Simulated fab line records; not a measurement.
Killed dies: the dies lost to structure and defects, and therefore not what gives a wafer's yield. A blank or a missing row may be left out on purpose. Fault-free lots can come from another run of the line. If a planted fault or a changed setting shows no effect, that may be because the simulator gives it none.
Chamber matching + flow n5 finfet + N5_BEOL_M12_ETCH_68 on rie diel-03: 4 sister chambers
The step etches SOC in N2/H2, time 285 s. 4 wafers are shown with their chamber, then 9 later ones without.

EACH WAFER AND ITS CHAMBER
| wafer  | chamber | showerhead plenum p Torr (Torr) |
|--------|---------|---------------------------------|
| L078.2 | 1       | 2.59                            |
| L087.1 | 0       | 2.43                            |
| L087.5 | 3       | 2.46                            |
| L087.6 | 2       | 2.42                            |

WAFERS WITHOUT THEIR CHAMBER
| wafer  | showerhead plenum p Torr (Torr) |
|--------|---------------------------------|
| L090.1 | 2.58                            |
| L090.3 | 2.46                            |
| L090.4 | 2.42                            |
| L094.3 | 2.42                            |
| L094.4 | 2.58                            |
| L094.5 | 2.42                            |
| L097.1 | 2.58                            |
| L097.2 | 2.42                            |
| L097.5 | 2.58                            |

WHICH CHAMBER EACH WENT THROUGH
| wafer  | from the rows above     | in truth |
|--------|-------------------------|----------|
| L090.1 | 1                       | 1        |
| L090.3 | 3                       | 3        |
| L090.4 | can't be placed: 2 or 0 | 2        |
| L094.3 | can't be placed: 2 or 0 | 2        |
| L094.4 | 1                       | 1        |
| L094.5 | can't be placed: 2 or 0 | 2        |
| L097.1 | 1                       | 1        |
| L097.2 | can't be placed: 2 or 0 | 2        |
| L097.5 | 1                       | 1        |
Placed correctly: 5 of 9. Can't be placed from these rows: 4 (the true chamber is among the candidates in 4). 0 placed wrongly.
How it was worked out, from the rows above alone: a wafer's distance from a chamber is the root of the sum, over the readings, of the square of ((its reading less the chamber's mean) divided by the reading's scatter). The wafer belongs to the nearest chamber; if the next one is less than 2 further off, it can't be placed. The mean given for a chamber averages the wafers shown for that chamber. The scatter (one wafer shown for each chamber): square how far every hidden wafer sits from the nearest shown wafer, average those squares and take the square root.
